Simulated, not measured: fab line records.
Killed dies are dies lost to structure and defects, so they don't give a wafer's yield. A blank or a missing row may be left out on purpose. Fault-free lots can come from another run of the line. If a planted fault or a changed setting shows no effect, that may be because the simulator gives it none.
Chamber matching    flow n5-finfet    N5_BEOL_M1_CO_CAP_55 on cvd-co-01 has 3 sister chambers
The step material Co, precursor CCTBA/H2, target thk 2 nm, time 102.1 s. 6 wafers are shown with their chamber, then 11 later ones without.

WAFERS, EACH WITH ITS CHAMBER
wafer   chamber  heater-power-w (W)
L088.3  1        271
L088.4  0        195
L089.1  2        269
L089.4  2        282
L089.6  0        199
L090.3  1        264

WAFERS WITHOUT THEIR CHAMBER
wafer   heater-power-w (W)
L090.4  265
L090.6  267
L093.2  265
L093.3  199
L093.4  267
L095.2  194
L095.5  263
L095.6  199
L096.1  273
L096.2  262
L096.5  269

WHICH CHAMBER EACH WENT THROUGH
wafer   from the rows above      in truth
L090.4  can't be placed: 1 or 2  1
L090.6  can't be placed: 1 or 2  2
L093.2  can't be placed: 1 or 2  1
L093.3  0                        0
L093.4  can't be placed: 1 or 2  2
L095.2  0                        0
L095.5  can't be placed: 1 or 2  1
L095.6  0                        0
L096.1  can't be placed: 2 or 1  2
L096.2  can't be placed: 1 or 2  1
L096.5  can't be placed: 1 or 2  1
Placed correctly: 3 of 11. Can't be placed from these rows: 8 (the true chamber is among the candidates in 8). Wrongly placed: 0.
How it was worked out, from the rows above alone: a wafer's distance from a chamber is the root of the sum, over the readings, of the square of ((its reading less the chamber's mean) divided by the reading's scatter). The wafer belongs to the nearest chamber; if the next one is less than 2 further off, it can't be placed. For every chamber, the mean is computed from those of its wafers that are shown. The scatter: take each reading less its chamber's mean, square it, sum over the shown wafers, divide by the number of wafers less the number of chambers, and take the root.
